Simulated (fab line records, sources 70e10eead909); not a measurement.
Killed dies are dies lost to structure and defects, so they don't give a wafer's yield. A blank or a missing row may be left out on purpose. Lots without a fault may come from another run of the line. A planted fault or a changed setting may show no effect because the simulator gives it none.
A struck lot beside a sound one | flow nand_harc | 33 steps out of a route of 1302
Sound: wafers L765.1, L765.3, L765.4. Struck: wafers L774.2, L774.3, L774.6. The cause comes at the end.
At each step with rows: each side's tool, then ch and its chambers, then its first start. Under that, the readings that differ: sound wafers | struck wafers | difference of the means | sigmas: that difference in standard deviations of wafers without a fault.
alike: readings whose means differ by less than 2 such deviations, and words and numbers that are the same on both sides. not compared: withheld readings, readings that some wafer has no value for, bounds like >300 that may hide the same value, and numbers for which the record gives no deviation and whose values overlap.
The two part at a step that has a row with sigmas, a row that says differs or no value, or rows on one side only. Numbers that don't overlap but have no deviation are shown without sigmas and don't part them. A reading that every wafer of one side lacks parts them only if that side has two wafers or more.

first, 8 steps without rows for these wafers: NHARC_P_M2_EBR_05; NHARC_P_M2_EXPOSE_06 (exposes mask P M2, target cd 170 nm); NHARC_P_M2_PEB_07 (peb time 65 s); NHARC_P_M2_DEVELOP_08 (develop time 35 s); NHARC_P_M2_DESCUM_14 (chemistry O2, time 3 s); NHARC_P_M2_ETCH_35 (etches the open film in N2/H2, target depth 40 nm, overetch 12 nm, time 43.94 s); NHARC_P_M2_ETCH_15 (etches the open film in C4F8/Ar, target depth 182.5 nm, time 91.2 s); NHARC_P_M2_STRIP_18 (strips in N2/H2).
NHARC_P_M2_ETCH_28: etches the open film in CF4/N2, target depth 30 nm, time 72.99 s.
  sound on rie_diel-05 ch 0,1, day 9 06:18; struck on rie_diel-05 ch 0,2,3, day 13 09:59
  alike: bias_w, drypump_motor_current_A, oes_product_au, rf_vpp_V, showerhead_plenum_p_Torr, throttle_valve_pct
  not compared: rf_hours_counter_h
then, 23 steps without rows for these wafers: NHARC_P_M2_STRIP_19 (strips in post etch residue remover, time 600 s); NHARC_P_M2_DEGAS_29 (time 60 s); NHARC_P_M2_PRE_CLEAN_30 (time 30 s); NHARC_P_M2_PVD_20 (deposits TaN, target thk 5 nm, time 8.06 s); NHARC_P_M2_PVD_21 (deposits Cu, target thk 30 nm, time 20.49 s); NHARC_P_M2_ECD_22 (material Cu, target thk 400 nm); NHARC_P_M2_ANNEAL_31 (time 90 s); NHARC_P_M2_CMP_23 (polishes, t overpolish 20 s, target thk 144.3 nm); NHARC_P_M2_SRD_25; NHARC_P_M2_PRE_CLEAN_32 (time 12 s); NHARC_P_M2_DEP_33 (deposits SiCN, target thk 30 nm); NHARC_P_BONDPAD_DEP_00 (deposits SiCN, target thk 250 nm); NHARC_P_BONDPAD_CMP_32 (polishes SiCN, target thk 200 nm); NHARC_P_BONDPAD_SRD_34; NHARC_P_BONDPAD_DEHYDRATE_01 (time 120 s); NHARC_P_BONDPAD_HMDS_02 (time 30 s); NHARC_P_BONDPAD_COAT_36 (time 65 s); NHARC_P_BONDPAD_COAT_03 (resist thk 600 nm); NHARC_P_BONDPAD_SOFTBAKE_04 (time 70 s); NHARC_P_BONDPAD_EBR_05; NHARC_P_BONDPAD_EXPOSE_06 (exposes mask P BPAD); NHARC_P_BONDPAD_PEB_07 (peb time 80 s); NHARC_P_BONDPAD_DEVELOP_08 (time 50 s).
-- the record jumps here: 18 days lie between the struck wafers' starts before and after (it left off in module P_BONDPAD and takes up again in module END, whose first step shown is number 1302 of the route) --
NHARC_END_SORT_01:
  sound on prober-01 ch 0, day 26 22:26; struck on prober-01 ch 0, day 31 21:47
  reading                  | sound     | struck         | difference | sigmas
  defect_limited_yield (%) | 94.8 95.0 | 84.6 86.0 82.6 | -10.5      | -4
  killed_at_periphery      | 2 4       | 45 22 54       | +37        | +13
  killed_dies              | 35 34     | 104 95 118     | +71        | +4
  alike: killed_at_array, killed_at_other, killed_open, killed_short

WHERE THEY PART
Only at NHARC_END_SORT_01, within this record.

WHY: what the simulator had put in
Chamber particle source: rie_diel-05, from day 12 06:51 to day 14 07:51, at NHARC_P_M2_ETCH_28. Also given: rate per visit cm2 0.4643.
